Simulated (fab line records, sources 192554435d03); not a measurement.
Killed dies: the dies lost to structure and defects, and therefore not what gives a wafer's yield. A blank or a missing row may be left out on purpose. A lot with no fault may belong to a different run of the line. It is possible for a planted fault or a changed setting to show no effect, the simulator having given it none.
fab line records + flow n5-finfet
record
- lots=5
- wafers=15
- last-day=17
route steps=1938 shown WELL_APT@36 PMOS_HMC_CHANNEL_EPI@57 BEOL_M4@1111 PASSIVATION@1936
lots untouched by any fault: they come from a run of this same line in which no faults occurred
start-h: start of the lot's first displayed wafer, in hours after the record's first day + wait-h: how many hours have passed since the lot's step before this one + " unchanged from the row above + L1.1+2: one row covering several wafers at once + - no value, or no start given + * or withheld: withheld + < > ~ a bound
route shown NAME@n: a module of which the file shows steps, and the number in the route of the first + usual: mean/standard deviation of fault-free wafers + same: alike in all rows + chamber/n: place in a boat + sites: the reading at each site + _std_site: the values' standard deviation + _edge_site: inner sites' mean taken away from outer sites' mean + radius-mm: for every site, how far away it sits from the centre of the wafer + mask NAME#n: copy n + behind: the tool/chamber that last shaped the wafer + hold: the reason the lot was held/the length of the hold in hours/how it ended + device: transistor that didn't switch, given as n, p or np + end of line: at the end of the route, the tests of the same wafers + where a step has no rows: the recipe by itself + killed: at the first sort, the dies lost to defects and structure; wafer yield is something else + map: dies across one wafer; x = killed, . = not, _ = none there
set.NAME: setting as actually run; set.NAME@STEP: the setting as run at that earlier step + model.NAME: the simulator's own value behind a step, which no gauge read
lots at some steps of the route; a table a step, a row a wafer
services: from which hour (start-h, from the record's first day; less than 0 if before it) a tool's chamber was out of use, for how many hours, and why
## steps
# step N5_WELL_APT_COAT_19
# recipe
- spin-rpm=1357
- resist-thk-nm=950
# step N5_WELL_APT_EBR_21
# recipe
- solvent=PGMEA
- ebr-width-mm=1.5
# step N5_WELL_APT_SOFTBAKE_20
# recipe
- temp-c=130
- time-s=60
# step N5_WELL_APT_EXPOSE_22
# recipe
- mask-id=PWELL
- na=0.8
- source-shape=conventional
- sigma-outer=0.8
- polarization=unpolarized
- defocus-nm=0
- target-cd-nm=200
- dose-mj=23.2
# step N5_WELL_APT_PEB_23
# recipe
- peb-temp-c=130
- peb-time-s=90
# step N5_WELL_APT_DEVELOP_24
# recipe
- develop-time-s=45
- rinse-liquid=surfactant-rinse
- dry=air-spin
- dev-temp-c=21
# step N5_WELL_APT_HARDBAKE_29
# recipe
- temp-c=130
- time-s=120
# step N5_WELL_APT_DESCUM_30
# recipe
- chemistry=O2
- time-s=7.9
- source-power-w=50
- bias-power-w=20
- pressure-mtorr=20
- rf-frequency-hz=2.712e+07
- temp-c=40
- o2-flow-sccm=225
# step N5_WELL_APT_IMPLANT_31
# recipe
- species=B
- energy-kev=60
- dose-cm2=1.5e+13
- tilt-deg=0
- rotation-deg=0
# step N5_WELL_APT_IMPLANT_32
# recipe
- species=BF2
- energy-kev=50
- dose-cm2=2e+13
- tilt-deg=0
- rotation-deg=0
# usual
- beam-energy-keV=49.999/0.016
- dose-ions-cm2=1.9997e+13/2.1e+10
- end-station-pressure-torr=5.22e-06/2.9e-07
- tilt-deg=0.000/0.023
| lot.wafer | tool         | chamber | start-h | wait-h | beam-energy-keV | dose-ions-cm2 | end-station-pressure-torr | tilt-deg | model.implant.rp-nm | model.implant.drp-nm |
|-----------|--------------|---------|---------|--------|-----------------|---------------|---------------------------|----------|---------------------|----------------------|
| L573.3    | implanter-01 | 0       | 39.99   | 0.1    | 40.747          | 2.0016e+13    | 4.7e-06                   | -0.019   | 30.8                | 16.06                |
| L573.5    | "            | 0       | "       | "      | 40.721          | 2.0021e+13    | 5.47e-06                  | -0.027   | 30.8                | 16.06                |
| L573.6    | "            | 0       | "       | "      | 40.734          | 1.9993e+13    | 5.66e-06                  | -0.001   | 30.8                | 16.06                |
| L574.2    | implanter-01 | 0       | 46.16   | 0.1    | 40.720          | 1.9984e+13    | 5.22e-06                  | 0.027    | 30.8                | 16.06                |
| L574.3    | "            | 0       | "       | "      | 40.730          | 2.0006e+13    | 5.59e-06                  | 0.024    | 30.8                | 16.06                |
| L574.6    | "            | 0       | "       | "      | 40.715          | 1.9992e+13    | 5.56e-06                  | 0.029    | 30.8                | 16.06                |
| L575.1    | implanter-01 | 0       | 51.73   | 0.1    | 40.716          | 1.9996e+13    | 5.32e-06                  | -0.009   | 29.48               | 16.06                |
| L575.3    | "            | 0       | "       | "      | 40.725          | 2.0028e+13    | 5.47e-06                  | 0.012    | 29.48               | 16.06                |
| L575.6    | "            | 0       | "       | "      | 40.711          | 2.0016e+13    | 5.44e-06                  | 0.021    | 29.48               | 16.06                |
| L586.2    | implanter-02 | 0       | 117.62  | 0.1    | 50.025          | 2.0005e+13    | 5.16e-06                  | 0.012    | 38.74               | 18.55                |
| L586.4    | "            | 0       | "       | "      | 50.025          | 2.0018e+13    | 4.71e-06                  | -0.031   | 38.74               | 18.55                |
| L586.5    | "            | 0       | "       | "      | 50.022          | 2.0017e+13    | 4.85e-06                  | 0.017    | 38.74               | 18.55                |
| L589.2    | implanter-01 | 0       | 139.60  | 0.1    | 50.003          | 1.9977e+13    | 4.86e-06                  | -0.005   | 38.13               | 18.55                |
| L589.3    | "            | 0       | "       | "      | 50.003          | 2.001e+13     | 5.79e-06                  | 0.030    | 38.13               | 18.55                |
| L589.4    | "            | 0       | "       | "      | 49.989          | 2.0014e+13    | 4.79e-06                  | -0.010   | 38.13               | 18.55                |
# step N5_WELL_APT_STRIP_33
# recipe
- chemistry=SPM
- time-s=900
- temp-c=130
- h2so4-h2o2-vol-ratio=4
- dry=ipa-marangoni
# step N5_WELL_APT_RTA_34
# recipe
- temp-c=1000
- time-s=10
- ambient=N2
- idle-temp-c=600
- ramp-up-c-per-s=150
- ramp-down-c-per-s=60
- cool-to-c=600
# step N5_WELL_APT_OXIDE_STRIP_42
# recipe
- chemistry=dHF
- dilution=25:1
- time-s=45
- temp-c=25
- target=SiO2
- target-depth-a=120
# step N5_WELL_APT_PRECLEAN_36
# recipe
- chemistry=O3/DIW
- time-s=45
- temp-c=22
- o3-ppm=10
# step N5_WELL_APT_PRECLEAN_39
# recipe
- chemistry=dHF
- time-s=60
- dilution=150:1
- temp-c=25
# step N5_WELL_APT_SRD_37
# recipe
- dry=ipa-marangoni
- do-ppb=5
- time-s=30
- temp-c=23
- rinse-liquid=diw
# step N5_WELL_APT_EPI_41
# recipe
- material=Si
- target-thk-a=500
- temp-c=650
- precursor=SiH4/H2
- pressure-torr=20
- time-s=297.7
# step N5_PMOS_HMC_CHANNEL_EPI_HM_DEP_34
# recipe
- material=SiO2
- target-thk-a=360
- temp-c=400
- precursor=TEOS/O2
- pressure-torr=6.5
- rf-w=900
- teos-flow-sccm=161.4
- gas=O2
- flow-sccm=2650
- time-s=6.9
# step N5_PMOS_HMC_CHANNEL_EPI_COAT_31
# recipe
- resist=BARC
- temp-c=205
- time-s=60
- spin-rpm=1500
- resist-thk-nm=66
# step N5_PMOS_HMC_CHANNEL_EPI_COAT_03
# recipe
- resist=CAR-ArF-block
- spin-rpm=1500
- resist-thk-nm=205
# step N5_PMOS_HMC_CHANNEL_EPI_EBR_05
# recipe
- solvent=PGMEA
- ebr-width-mm=1.5
# step N5_PMOS_HMC_CHANNEL_EPI_SOFTBAKE_04
# recipe
- temp-c=110
- time-s=60
- resist=CAR-ArF-block
# step N5_PMOS_HMC_CHANNEL_EPI_EXPOSE_06
# recipe
- mask-id=PMOS_HMC_BLK
- na=1.35
- source-shape=conventional
- sigma-outer=0.8
- polarization=unpolarized
- target-cd-nm=240
- dose-mj=41
# step N5_PMOS_HMC_CHANNEL_EPI_PEB_07
# recipe
- peb-temp-c=110
- peb-time-s=60
- resist=CAR-ArF-block
# step N5_PMOS_HMC_CHANNEL_EPI_DEVELOP_08
# recipe
- develop-time-s=30
- developer=TMAH
- resist=CAR-ArF-block
- dev-temp-c=23
- rinse-liquid=diw
- dry=air-spin
# step N5_PMOS_HMC_CHANNEL_EPI_DESCUM_14
# recipe
- chemistry=O2
- time-s=7.9
- source-power-w=50
- bias-power-w=20
- pressure-mtorr=20
- rf-frequency-hz=2.712e+07
- temp-c=40
- resist=CAR-ArF-block
- o2-flow-sccm=225
# step N5_PMOS_HMC_CHANNEL_EPI_ETCH_32
# recipe
- chemistry=N2/H2
- target=BARC
- stop-on=SiO2
- target-depth-a=858
- over-etch-frac=0.3
- time-s=50.3
- ion-energy-ev=200
- mask-material=CAR-ArF-block
- pressure-mtorr=30
- source-w=840
- bias-w=150
- n2-flow-sccm=200
- h2-flow-sccm=200
# step N5_PMOS_HMC_CHANNEL_EPI_HM_OPEN_15
# recipe
- chemistry=CHF3/O2
- target=SiO2
- mask-material=CAR-ArF-block
- target-depth-a=406
- CHF3_flow_sccm=50
- O2_flow_sccm=5
- Ar_flow_sccm=200
- time-s=20.3
- pressure-mtorr=30
- source-w=650
- bias-w=170
- ion-energy-ev=200
# step N5_PMOS_HMC_CHANNEL_EPI_STRIP_33
# recipe
- chemistry=N2/H2
- power-w=500
- temp-c=40
- pressure-mtorr=50
- rf-frequency-hz=6e+07
- overash-fraction=0.3
- bias-power-w=8
- h2-frac=0.5
- n2-flow-sccm=300
- h2-flow-sccm=300
# step N5_PMOS_HMC_CHANNEL_EPI_STRIP_17
# recipe
- chemistry=SPM
- time-s=750
- temp-c=130
- h2so4-h2o2-vol-ratio=4
- dry=ipa-marangoni
# step N5_PMOS_HMC_CHANNEL_EPI_ETCH_38
# recipe
- chemistry=CF4
- target=SiO2
- target-depth-a=15
- ion-energy-ev=350
- pressure-mtorr=10
- icp-w=800
- bias-w=400
- cf4-flow-sccm=80
# step N5_PMOS_HMC_CHANNEL_EPI_FIN_RECESS_16
# recipe
- chemistry=HBr/Cl2
- target=Si
- mask-material=SiO2
- target-depth-a=540
- time-s=18
- pressure-mtorr=10
- icp-w=800
- bias-w=75
- HBr_flow_sccm=150
- Cl2_flow_sccm=80
# step N5_PMOS_HMC_CHANNEL_EPI_PRECLEAN_36
# recipe
- chemistry=O3/DIW
- time-s=45
- temp-c=22
- o3-ppm=10
# step N5_PMOS_HMC_CHANNEL_EPI_PRECLEAN_18
# recipe
- chemistry=DHF
- time-s=30
- temp-c=25
- dilution=withheld
# step N5_PMOS_HMC_CHANNEL_EPI_SRD_19
# recipe
- dry=ipa-marangoni
- do-ppb=5
- time-s=30
- temp-c=23
- rinse-liquid=diw
# step N5_BEOL_M4_RC_MEAS_101
# usual
- CJ_N=4.37/0.08
- DIBL_N=36.1/1.7
- DIBL_P=35.9/2.1
- IOFF_N=0.154/0.029
- IOFF_P=0.21/0.035
- ION_N=673/10
- ION_P=463/7.5
- RS_PWELL=3007/21
- SS_N=71.6/0.59
- SS_P=73.2/0.69
- VT_N=250.5/2.9
- VT_P=-250/3.2
| lot.wafer | tool      | chamber | start-h | wait-h | CJ_N | DIBL_N[mV/V] | DIBL_P[mV/V] | IOFF_N[nA/um] | IOFF_P[nA/um] | ION_N[uA/um] | ION_P[uA/um] | RS_PWELL[ohm/sq] | SS_N[mV/dec] | SS_P[mV/dec] | VT_N[mV] | VT_P[mV] |
|-----------|-----------|---------|---------|--------|------|--------------|--------------|---------------|---------------|--------------|--------------|------------------|--------------|--------------|----------|----------|
| L575.1    | prober-01 | 0       | 207.21  | 0.0    | 5.11 | 34.5         | 35.5         | 0.154         | 0.22          | 675          | 468          | 3125             | 71.3         | 73.6         | 248.0    | -248     |
| L575.3    | "         | 0       | "       | "      | 5.21 | 35.3         | 35.1         | 0.145         | 0.21          | 674          | 466          | 3136             | 71.6         | 73.5         | 251.6    | -249     |
| L575.6    | "         | 0       | "       | "      | 5.03 | 33.9         | 34.5         | 0.136         | 0.21          | 677          | 474          | 3152             | 71.1         | 73.0         | 252.1    | -247     |
| L573.3    | prober-02 | 0       | 207.28  | 0.3    | 5.08 | 38.0         | 38.5         | 0.156         | 0.20          | 673          | 450          | 3076             | 72.5         | 74.3         | 252.8    | -256     |
| L573.5    | "         | 0       | "       | "      | 5.02 | 37.1         | 37.7         | 0.147         | 0.18          | 672          | 456          | 3074             | 72.5         | 73.3         | 249.7    | -256     |
| L573.6    | "         | 0       | "       | "      | 4.97 | 36.4         | 36.4         | 0.133         | 0.17          | 661          | 446          | 3107             | 72.2         | 72.9         | 252.4    | -259     |
| L574.2    | prober-02 | 0       | 212.24  | 0.2    | 4.76 | 35.7         | 37.1         | 0.148         | 0.24          | 674          | 469          | 3110             | 72.2         | 73.5         | 247.9    | -247     |
| L574.3    | "         | 0       | "       | "      | 4.94 | 35.5         | 36.0         | 0.146         | 0.22          | 674          | 471          | 3069             | 71.3         | 72.8         | 249.5    | -248     |
| L574.6    | "         | 0       | "       | "      | 4.88 | 36.5         | 37.5         | 0.152         | 0.25          | 670          | 468          | 3105             | 71.8         | 73.2         | 250.6    | -248     |
| L586.2    | prober-01 | 0       | 275.38  | 0.2    | 4.40 | 37.9         | 37.2         | 0.192         | 0.23          | 680          | 463          | 3013             | 71.9         | 73.1         | 249.0    | -252     |
| L586.4    | "         | 0       | "       | "      | 4.41 | 36.2         | 35.9         | 0.151         | 0.20          | 672          | 464          | 3030             | 72.2         | 72.6         | 250.9    | -253     |
| L586.5    | "         | 0       | "       | "      | 4.48 | 35.5         | 34.4         | 0.138         | 0.19          | 678          | 468          | 3022             | 72.2         | 73.1         | 253.4    | -252     |
| L589.2    | prober-02 | 0       | 302.80  | 0.2    | 4.44 | 34.7         | 34.1         | 0.140         | 0.20          | 665          | 459          | 3022             | 71.1         | 72.3         | 250.7    | -251     |
| L589.3    | "         | 0       | "       | "      | 4.28 | 34.0         | 33.8         | 0.132         | 0.20          | 663          | 467          | 2991             | 71.5         | 72.4         | 253.5    | -248     |
| L589.4    | "         | 0       | "       | "      | 4.35 | 35.8         | 35.9         | 0.164         | 0.24          | 680          | 469          | 3003             | 72.1         | 73.4         | 247.3    | -250     |
# step N5_PASSIVATION_PROBE_49
# usual
- defect-limited-yield=91.3/1.4
- killed_at_M0_to_M3=34/9.2
- killed_at_M4_up=13/5.3
- killed-at-contacts=12/6
- killed-at-front-end=39/12
- killed-at-other=4/3.3
- killed-dies=102/17
- killed-open=67/12
- killed-short=34/7.4
- sort_bin_5_function=5.1/1
- sort_bin_6_memory=3.2/0.6
- sort-n-pass=1078/17
- sort-yield-pct=91.3/1.4
# same
- gross-dies=1180
- killed-at-back-side=0
- sort_bin_4_leakage[%]=0
- sort_bin_8_speed[%]=0
| lot.wafer | tool      | chamber | start-h | wait-h | defect-limited-yield[%] | killed_at_M0_to_M3 | killed_at_M4_up | killed-at-contacts | killed-at-front-end | killed-at-other | killed-dies | killed-open | killed-short | sort_bin_5_function[%] | sort_bin_6_memory[%] | sort-n-pass | sort-yield-pct[%] |
|-----------|-----------|---------|---------|--------|-------------------------|--------------------|-----------------|--------------------|---------------------|-----------------|-------------|-------------|--------------|------------------------|----------------------|-------------|-------------------|
| L589.2    | prober-01 | -       | 411.40  | 0.1    | 91.9                    | 25                 | 15              | 4                  | 38                  | 13              | 95          | 62          | 31           | 4.3                    | 3.6                  | 1085        | 91.9              |
# killed by level:class
L589.2 BEOL_M0_SAQP:geometric-particle:open=8 GATE_CUT:geometric-particle:short=7 FIN_SAQP:geometric-particle:open=6 DUMMY_GATE:geometric-particle:open=6 GATE_CUT:geometric-particle:open=5 BEOL_M0_SAQP:geometric-particle:short=5 BEOL_M6:geometric-particle:open=5 ILD0:geometric-particle:open=4
## services
| tool         | chamber | start-h | hours | kind   |
|--------------|---------|---------|-------|--------|
| implanter-02 | -       | 66.82   | 2.0   | repair |
| implanter-01 | -       | 69.90   | 18.0  | pm     |
## key
first-sign
- step=N5_WELL_APT_IMPLANT_32
- reading=beam-energy-keV
- direction=down
- sigmas=99+
- usual=49.999
- struck=40.724
effect
- step=N5_BEOL_M4_RC_MEAS_101
- reading=CJ_N
- direction=up
- sigmas=7.9
- usual=4.37
- struck=5.00
effect
- step=N5_BEOL_M4_RC_MEAS_101
- reading=RS_PWELL
- direction=up
- sigmas=4.8
- usual=3007
- struck=3106
model-effect
- step=N5_WELL_APT_IMPLANT_32
- value=implant.rp-nm
- without=36.62
- struck=30.36
met-at N5_WELL_APT_IMPLANT_32
struck-wafers L573.3,L573.5,L573.6,L574.2,L574.3,L574.6,L575.1,L575.3,L575.6
fault
- kind=process-parameter-drift
- tool=implanter-01
- chamber=-
- onset-h=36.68
- steps=N5_WELL_APT_IMPLANT_32
- channel=energy-kev
- offset=-9.2784
- shape=step
- end-h=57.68
- acts-in=these-recipes-only
- stated=50
